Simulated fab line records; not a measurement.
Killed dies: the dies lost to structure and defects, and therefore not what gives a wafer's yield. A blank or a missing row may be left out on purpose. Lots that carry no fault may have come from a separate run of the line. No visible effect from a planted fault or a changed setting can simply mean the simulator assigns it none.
Which tool was responsible? ; flow n5Finfet ; 6 lots, 18 wafers sampled, at 4 steps of a route of 1938

## WHAT EACH GAUGE READ, for each wafer
N5_BEOL_M7_OCD_MEAS_38.
lot;measured;on;trenchDepthNm (nm)
L988;day 9 17:10;ocd-02;93.0 93.7 92.9
L990;day 11 11:05;ocd-02;97.4 93.1 92.6
L999;day 12 23:05;ocd-01;83.1 85.0 83.0
L100;day 13 05:33;ocd-02;93.3 94.7 92.5
L102;day 13 19:06;ocd-02;87.2 86.1 87.6
L108;day 16 10:23;ocd-02;96.7 91.5 91.9

## WHICH TOOL RAN EACH LOT (tool, then ch and the chambers of the sampled wafers, then the start)
lot;N5_BEOL_M7_ETCH_61;N5_BEOL_M7_VIA_ETCH_34;N5_BEOL_M7_TRENCH_ETCH_37
L988;rieDiel-05 ch 1,2,3, day 9 14:56;rieDiel-03 ch 2,3, day 9 16:55;rieDiel-03 ch 2,3, day 9 17:00
L990;rieDiel-03 ch 0,1,2, day 11 08:56;rieDiel-03 ch 0,2,3, day 11 10:50;rieDiel-03 ch 0,2,3, day 11 10:55
L999;rieDiel-05 ch 1,2,3, day 12 20:28;rieDiel-03 ch 0,1,3, day 12 22:50;rieDiel-03 ch 0,1,3, day 12 22:55
L100;rieDiel-04 ch 2,3, day 12 23:57;rieDiel-05 ch 2,3, day 13 05:18;rieDiel-05 ch 2,3, day 13 05:23
L102;rieDiel-05 ch 0,1, day 13 17:48;rieDiel-03 ch 2,3, day 13 18:51;rieDiel-03 ch 2,3, day 13 18:56
L108;rieDiel-05 ch 0,2, day 16 08:25;rieDiel-03 ch 0,2, day 16 10:08;rieDiel-03 ch 0,2, day 16 10:14
- N5_BEOL_M7_ETCH_61: etches SiARC in CF4, target depth 45.5 nm, time 75.8 s.
- N5_BEOL_M7_VIA_ETCH_34: etches SiCOH lowk in C4F6/O2, target depth 125.5 nm, time 50.5 s.
- N5_BEOL_M7_TRENCH_ETCH_37: etches SiCOH lowk in C4F6/O2, target depth 93.478 nm, time 31.2 s.

## THE ANSWER, worked out from the rows above alone
Rule: usual is defined by the lots themselves. Put in order of their means at a reading, lots are off if they are a third of the lots or fewer, leave a main group of 4 or more, and stand apart from it by a gap of 3 or more times the standard deviation of the main group's means; of several such gaps the widest counts. Not used: any main group whose means are identical at the precision the tables above print for the reading. A lot without any number at a reading at which 4 lots or more have one is off too. All remaining lots with rows at the step are treated as sound.
Off: L999, L102, at N5_BEOL_M7_OCD_MEAS_38 (trenchDepthNm). For the main group the mean is 93.6 nm and the standard deviation 0.45.
If a tool, at a process step before that reading, ran all the lots that are off and no sound lot after the first of them, it fits. Those tools and the gauges at N5_BEOL_M7_OCD_MEAS_38 are tried in the same way. Of those tried, none fits.

## WHAT THE SIMULATOR HAD INSERTED
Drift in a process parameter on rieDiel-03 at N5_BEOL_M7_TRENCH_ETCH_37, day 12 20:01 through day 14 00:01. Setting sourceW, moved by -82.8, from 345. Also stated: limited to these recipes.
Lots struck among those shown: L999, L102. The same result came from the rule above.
